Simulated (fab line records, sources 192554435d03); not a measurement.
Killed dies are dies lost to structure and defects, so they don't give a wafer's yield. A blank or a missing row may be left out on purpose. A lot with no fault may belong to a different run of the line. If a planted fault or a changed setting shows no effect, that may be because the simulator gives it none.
Problem report, 8D (eight disciplines) form, completed by code	flow n5_finfet	the parts of the form that need people (team, actions taken, sign-off) are left out

## 1. THE ISSUE
A mean of 103.5 s is read at N5_BEOL_M10_VIA_ETCH_34 for run_length_s, taken on 1 wafer of 1 lot, against 92.6 s (standard deviation 0.48) on wafers free of any fault. That is +23 standard deviations from the usual mean.
The step: etches SiCOH lowk in C4F6/O2, target depth 184.5 nm, time 69.2 s.
Seen first at day 13 19:28 on rie_diel-06, wafer L222.6. The record has a number at this step for 31 wafers belonging to 11 lots. Rule for "out", or "out of limits": more than 4 standard deviations from the usual mean. Any other wafer with a number is counted as sound.

## 2. WHAT IT IS; WHAT IT IS NOT
question	is	is not
which readings at this step	run_length_s	bias_w, drypump_motor_current_A, oes_product_au, rf_vpp_V, showerhead_plenum_p_Torr, throttle_valve_pct
which lots	L222	L206, L207, L209, L210, L211, L212, L214, L226, L227, L229
which wafers of those lots	L222.6	L222.5
read on which tools	rie_diel-06	rie_diel-02, rie_diel-05
when	from day 13 19:28	up to then (21 sound wafers); but 9 sound wafers of L226, L227, L229 came after

## 3. WHAT RULES OUT EACH SUSPECT
Counting: if a tool at a process step up to the reading ran every lot that is out, it stays a suspect. Sound lots after the first of them don't rule it out here, since some wafers of a struck lot are sound.
- rie_diel-06 at N5_BEOL_M10_ETCH_65 (etches SiARC in CF4, target depth 39 nm, time 65 s): kept. L222, the lot that is out, went through it at day 13 19:17; up to then, the latest sound lot through it was L211 at day 11 08:31.
- rie_diel-06 at N5_BEOL_M10_VIA_ETCH_34 (etches SiCOH lowk in C4F6/O2, target depth 184.5 nm, time 69.2 s): kept. L222, the lot that is out, went through it at day 13 19:28; up to then, the latest sound lot through it was L211 at day 11 08:41. Its own run_length_s readings are out on those wafers.
- Within rie_diel-06 at N5_BEOL_M10_ETCH_65: the wafers that are out ran in chamber 3; their sound lot-mates ran in chamber 0.
- Within rie_diel-06 at N5_BEOL_M10_VIA_ETCH_34: the wafers that are out ran in chamber 3; their sound lot-mates ran in chamber 0.
Remaining after the count are rie_diel-06 at N5_BEOL_M10_ETCH_65 and rie_diel-06 at N5_BEOL_M10_VIA_ETCH_34.

## 4. THE CAUSE (what the simulator had put in)
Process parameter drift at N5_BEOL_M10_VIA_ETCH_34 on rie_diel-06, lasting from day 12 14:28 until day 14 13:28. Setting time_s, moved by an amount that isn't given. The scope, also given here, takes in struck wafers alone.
After counting, 2 suspects remain, this tool included.

## 5. SEQUENCE OF EFFECTS, ordered by route
Each row: a reading whose mean over the struck wafers that have a number lies more than 3 standard deviations from the usual. Readings are gone through only where the record gives a usual standard deviation; hours: the median, over the lots, of the time from a lot's start at the first step in this table giving one to that lot's start at this step; sigmas: the change measured in usual standard deviations.
hours	step	reading	usual	on struck wafers	change	sigmas
0	N5_BEOL_M10_VIA_ETCH_34	run_length_s	92.6 s	103.5	+10.9	+23
The process steps in it:
- N5_BEOL_M10_VIA_ETCH_34: etches SiCOH lowk in C4F6/O2, target depth 184.5 nm, time 69.2 s.

## 6. HOW IT WOULD HAVE BEEN CAUGHT EARLIER
In this record no reading fell out of limits until day 13 19:28, 29 hours after the fault had begun at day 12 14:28.
